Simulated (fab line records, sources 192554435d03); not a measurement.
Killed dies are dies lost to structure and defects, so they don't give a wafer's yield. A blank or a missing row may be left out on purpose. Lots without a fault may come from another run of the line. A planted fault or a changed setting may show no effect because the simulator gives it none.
Which tool did it? | flow n5_finfet | 12 lots, 36 wafers sampled, at 3 steps of a route of 1938

WHAT THE GAUGES READ, wafer by wafer
N5_BEOL_M0_CUTY_INSPECT_59: inspects for defects (macro).
lot  | measured     | on                | raw_defect_count
L075 | day 6 00:34  | defect_inspect-01 | 0 1 2
L078 | day 6 21:26  | defect_inspect-01 | 4 0 2
L080 | day 7 05:16  | defect_inspect-01 | 2 1 1
L082 | day 7 18:55  | defect_inspect-01 | 3 0 2
L084 | day 8 07:49  | defect_inspect-01 | 4 1 0
L086 | day 8 16:50  | defect_inspect-01 | 2 2 3
L088 | day 9 02:23  | defect_inspect-02 | 1 1 1
L090 | day 9 17:25  | defect_inspect-01 | 1 2 4
L092 | day 10 05:01 | defect_inspect-01 | 2 0 2
L076 | day 10 17:32 | defect_inspect-01 | 3 2 2
L095 | day 11 06:40 | defect_inspect-01 | 0 2 3
L096 | day 11 15:05 | defect_inspect-02 | 2 0 2

WHICH TOOL RAN EACH LOT (tool, then ch and the chambers of the sampled wafers, then the start)
lot  | N5_BEOL_M0_SAQP_MANDREL1_REMOVE_100 | N5_BEOL_M0_SAQP_RECESS_104
L075 | rie_si-04 ch 1,2,3, day 5 20:31     | vapor_etch-02 ch 0,1, day 5 20:53
L078 | rie_si-04 ch 0,2,3, day 6 16:41     | vapor_etch-02 ch 0,1, day 6 17:03
L080 | rie_si-01 ch 0,1,2, day 7 00:24     | vapor_etch-01 ch 0,1, day 7 00:46
L082 | rie_si-01 ch 1,2,3, day 7 14:56     | vapor_etch-01 ch 0,1, day 7 15:26
L084 | rie_si-04 ch 0,1,2, day 8 04:00     | vapor_etch-02 ch 0,1, day 8 04:25
L086 | rie_si-01 ch 0,1,3, day 8 11:38     | vapor_etch-01 ch 0,1, day 8 12:00
L088 | rie_si-06 ch 0,1, day 8 22:27       | vapor_etch-01 ch 0,1, day 8 22:49
L090 | rie_si-04 ch 0,3, day 9 13:10       | vapor_etch-01 ch 0,1, day 9 13:37
L092 | rie_si-01 ch 1,2, day 10 01:10      | vapor_etch-02 ch 0,1, day 10 01:32
L076 | rie_si-04 ch 0,1,3, day 10 13:43    | vapor_etch-02 ch 0,1, day 10 14:05
L095 | rie_si-01 ch 0,2,3, day 11 02:30    | vapor_etch-01 ch 0,1, day 11 02:52
L096 | rie_si-01 ch 1,2,3, day 11 11:14    | vapor_etch-01 ch 0,1, day 11 11:39
- N5_BEOL_M0_SAQP_MANDREL1_REMOVE_100: chemistry HBr/Cl2/O2, target a-Si, stops on SiNx, bt time 10 s.
- N5_BEOL_M0_SAQP_RECESS_104: chemistry HF/NH3, target SiO2, target depth 18 nm, afs cycles 3, sublimation time 60 s.

THE ANSWER, worked out from the rows above alone
Rule: what is usual is taken from the lots themselves. Put in order of their means at a reading, lots are off if they are a third of the lots or fewer, leave a main group of 4 or more, and stand apart from it by a gap of 3 or more times the standard deviation of the main group's means; of several such gaps the widest counts. A main group whose means are all the same, to the digits that the tables above print for the reading, isn't used. A lot without any number at a reading at which 4 lots or more have one is off too. The other lots that the step has rows for count as sound.
No lot is off at any reading shown: from this, nothing can be told.

WHAT THE SIMULATOR HAD PUT IN
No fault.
